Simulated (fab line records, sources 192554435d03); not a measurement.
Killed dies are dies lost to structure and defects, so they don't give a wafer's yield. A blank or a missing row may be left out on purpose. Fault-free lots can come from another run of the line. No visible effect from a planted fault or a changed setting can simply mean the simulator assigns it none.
Chamber matching + flow n5Finfet + cvdCo-02 running N5_BEOL_M2_PRE_CLEAN_60: 3 sister chambers
The step time 15 s. 6 wafers are shown with their chamber, then 9 later ones without.

## WAFERS PAIRED WITH THEIR CHAMBERS
| wafer  | chamber | heaterPowerW (W) |
|--------|---------|------------------|
| L590.1 | 2       | 65               |
| L590.3 | 1       | 97               |
| L590.5 | 1       | 100              |
| L597.2 | 0       | 113              |
| L597.3 | 2       | 65               |
| L597.5 | 0       | 111              |

## WAFERS WITH NO CHAMBER GIVEN
| wafer  | heaterPowerW (W) |
|--------|------------------|
| L600.1 | 101              |
| L600.2 | 112              |
| L600.3 | 67               |
| L603.2 | 114              |
| L603.3 | 65               |
| L603.4 | 112              |
| L604.1 | 65               |
| L604.2 | 112              |
| L604.4 | 68               |

## CHAMBER TAKEN BY EACH
| wafer  | from the rows above | in truth |
|--------|---------------------|----------|
| L600.1 | 1                   | 1        |
| L600.2 | 0                   | 0        |
| L600.3 | 2                   | 2        |
| L603.2 | 0                   | 0        |
| L603.3 | 2                   | 2        |
| L603.4 | 0                   | 0        |
| L604.1 | 2                   | 2        |
| L604.2 | 0                   | 0        |
| L604.4 | 2                   | 2        |
Correctly placed: 9 of 9. Not placeable from these rows: 0. Wrongly placed: 0.
How it was worked out, from the rows above alone: a wafer's distance from a chamber is the root of the sum, over the readings, of the square of ((its reading less the chamber's mean) divided by the reading's scatter). If the next closest chamber is less than 2 further off than the closest, the wafer can't be placed; otherwise it belongs to the closest. A chamber's mean is the mean of its shown wafers. How the scatter is found: for the shown wafers, subtract from each reading the mean of its chamber, square and add these, divide the total by (wafers less chambers), then take the root.
